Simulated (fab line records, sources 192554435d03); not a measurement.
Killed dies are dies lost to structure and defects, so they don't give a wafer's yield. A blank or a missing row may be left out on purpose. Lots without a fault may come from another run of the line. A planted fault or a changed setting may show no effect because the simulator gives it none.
A struck lot beside a sound one | flow n5_finfet | 15 steps out of a route of 1938
Sound: wafers L594.1, L594.4, L594.6. Struck: wafer L606.1. (L606.3, L606.6 of the same lot were not struck and are left out.) The cause comes at the end.
At each step with rows: each side's tool, then ch and its chambers, then its first start. Under that, the readings that differ: sound wafers | struck wafers | difference of the means | sigmas: that difference in standard deviations of wafers without a fault.
alike: readings whose means differ by less than 2 such deviations, and words and numbers that are the same on both sides. not compared: withheld readings, readings that some wafer has no value for, bounds like >300 that may hide the same value, and numbers for which the record gives no deviation and whose values overlap.
The two part at a step that has a row with sigmas, a row that says differs or no value, or rows on one side only. Numbers that don't overlap but have no deviation are shown without sigmas and don't part them. A reading that every wafer of one side lacks parts them only if that side has two wafers or more.

first, 2 steps without rows for these wafers: N5_BEOL_M14_PRECLEAN_39 (cleans in residue remover, time 60 s); N5_BEOL_M14_SRD_40 (time 30 s, dry time 30 s).
N5_BEOL_M14_DEGAS_41: time 60 s.
  sound on pvd_sputter-03, day 12 06:02; struck on pvd_sputter-02, day 14 23:44
  alike: heater_power_w
then, 1 step without rows for these wafers: N5_BEOL_M14_PRE_CLEAN_42 (time 30 s).
N5_BEOL_M14_SPUTTER_43: material TaN, target thk 15 nm, time 24.19 s.
  sound on pvd_sputter-03, day 12 06:07; struck on pvd_sputter-02, day 14 23:49
  alike: bias_v, substrate_temp_c, throttle_valve_pct
then, 1 step without rows for these wafers: N5_BEOL_M14_SPUTTER_44 (material Ta, target thk 15 nm, time 24.19 s).
N5_BEOL_M14_SPUTTER_45: material Cu, target thk 100 nm, time 16.67 s.
  sound on pvd_sputter-03, day 12 06:17; struck on pvd_sputter-02, day 14 23:59
  alike: bias_v, substrate_temp_c, throttle_valve_pct
then, 1 step without rows for these wafers: N5_BEOL_M14_ECD_47 (material Cu, target thk 1248 nm).
N5_BEOL_M14_ANNEAL_48: time 90 s.
  sound on rtp_anneal-02 ch 0, day 12 06:42; struck on rtp_anneal-02 ch 0, day 15 00:17
  alike: wafer_temp_C_max
N5_BEOL_M14_CMP_49: polishes, stops on SiO2, t overpolish 5.2 s, target thk 560 nm.
  sound on cmp-02 ch 0,2,3, day 12 07:04; struck on cmp-02 ch 1, day 15 00:36
  alike: barrier_field_endpoint_s, motor_current_A, overpolish_run_s, slurry_flow_ml_min, time_to_endpoint_s
  not compared: pad_life_wafers
N5_BEOL_M14_THK_MEAS_50: measures by xrf.
  sound on film_metro-01, day 12 07:17; struck on film_metro-01, day 15 00:53
  alike: M14_THK
then, 1 step without rows for these wafers: N5_BEOL_M14_PRE_CLEAN_52 (time 15 s).
N5_BEOL_M14_DEP_53: deposits SiCN from 3MS/NH3, target thk 50 nm, time 17.8 s.
  sound on pecvd-03 ch 1,2, day 12 07:22; struck on pecvd-03 ch 1, day 15 00:58
  alike: showerhead_plenum_p_Torr, throttle_valve_pct
  not compared: since_wet_clean_h, model.SiCN_of_BEOL_M14_DEP_53.thk_nm
N5_BEOL_M14_RS_MEAS_54: measures by four-point-probe.
  sound on film_metro-02, day 12 07:25; struck on film_metro-02, day 15 01:01
  alike: M14_RS
then, 1 step without rows for these wafers: N5_PASSIVATION_PROBE_49.

WHERE THEY PART
Nowhere in this record.

WHY: what the simulator had put in
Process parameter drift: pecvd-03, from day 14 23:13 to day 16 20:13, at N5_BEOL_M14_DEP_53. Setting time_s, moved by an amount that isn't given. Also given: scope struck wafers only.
